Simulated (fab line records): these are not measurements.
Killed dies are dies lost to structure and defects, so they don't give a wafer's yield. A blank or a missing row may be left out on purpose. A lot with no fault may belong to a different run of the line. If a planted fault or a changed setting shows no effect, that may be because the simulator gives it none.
Code-filled problem report in 8D (eight disciplines) form | flow n5_finfet | the parts of the form that need people (team, actions taken, sign-off) are left out

## 1. WHAT WENT WRONG
M15_THK at N5_BEOL_M15_THK_MEAS_50 reads a mean of 966 nm on 1 wafer of 1 lot; wafers without a fault read 850 nm with a standard deviation of 20. That puts it +5.8 standard deviations away from the usual mean.
The step: measures by xrf.
First observed at day 18 09:57: wafer L243.3, on film_metro-02. At this step, 27 wafers from 9 lots have a number in the record. Rule for "out", or "out of limits": more than 4 standard deviations from the usual mean. Any other wafer with a number is counted as sound.

## 2. WHAT IT IS; WHAT IT IS NOT
question                    | is                | is not
which readings at this step | M15_THK           | -
which lots                  | L243              | L224, L225, L227, L230, L231, L234, L235, L244
which wafers of those lots  | L243.3            | L243.2, L243.4
read on which gauges        | film_metro-02     | film_metro-01
when                        | from day 18 09:57 | up to then (26 sound wafers)

## 3. THE SUSPECTS, EACH WITH WHAT RULES IT OUT
Counting: any tool at a process step up to the reading remains a suspect provided it ran every lot that is out. Sound lots after the first of them don't rule it out here, since some wafers of a struck lot are sound.
- the gauge at N5_BEOL_M15_THK_MEAS_50: ruled out. All the wafers that are out were read on film_metro-02, but those of them that N5_BEOL_M15_RS_MEAS_54 has rows for are out there too, on other tools.
- rie_diel-02 at N5_BEOL_M15_TRENCH_ETCH_34 (etches SiO2 in C4F8/O2/Ar, target depth 872.93 nm, time 199 s): kept. The lot that is out, L243, ran on it at day 18 03:16; the last sound lot it ran before that was L234, at day 16 01:44.
- cmp-01 at N5_BEOL_M15_CMP_49 (polishes, stops on SiO2, t overpolish 4.9 s, target thk 850 nm): kept. The lot that is out, L243, ran on it at day 18 09:41; the last sound lot it ran before that was L234, at day 16 03:38.
- rie_diel-02, N5_BEOL_M15_TRENCH_ETCH_34: wafers that are out in chamber 0, sound lot-mates in chambers 1, 2.
- cmp-01, N5_BEOL_M15_CMP_49: wafers that are out in chamber 3, sound lot-mates in chambers 0, 1.
After counting, rie_diel-02 at N5_BEOL_M15_TRENCH_ETCH_34 and cmp-01 at N5_BEOL_M15_CMP_49 remain.

## 4. THE CAUSE (what the simulator had put in)
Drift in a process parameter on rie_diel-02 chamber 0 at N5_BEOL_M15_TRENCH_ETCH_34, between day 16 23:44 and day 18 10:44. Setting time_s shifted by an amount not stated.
After counting, 2 suspects remain, this tool included.

## 5. THE EFFECT CHAIN, in route order
Each row: a reading whose mean over the struck wafers that have a number lies more than 3 standard deviations from the usual. Only readings for which the record gives a usual standard deviation are gone through. hours: the time from each lot's start at the first step in this table that gives one to its start at this step, as a median over the lots. sigmas: the change in usual standard deviations.
hours | step                    | reading | usual         | on struck wafers | change  | sigmas
0     | N5_BEOL_M15_THK_MEAS_50 | M15_THK | 850 nm        | 966              | +116    | +5.8
0     | N5_BEOL_M15_RS_MEAS_54  | M15_RS  | 0.0217 ohm/sq | 0.0191           | -0.0026 | -4.7
At these later measuring or inspecting steps, every struck wafer for which the step has a row has a number for every such reading, and none has moved that far: N5_BEOL_M15_INSPECT_55.

## 6. WHAT WOULD HAVE CAUGHT IT SOONER
In this record the first reading out of limits at a measuring or inspecting step was taken at day 18 09:57, 34 hours after the fault began at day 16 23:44.
Of the tool readings at N5_BEOL_M15_TRENCH_ETCH_34 for which the record gives a usual standard deviation, none was out on any struck wafer, so an alarm limit of 4 standard deviations on them would not have fired.
By day 18 09:57, every lot that is out (1) had started N5_BEOL_M15_TRENCH_ETCH_34 on rie_diel-02. Tool hold at that time: it would have spared none of them.
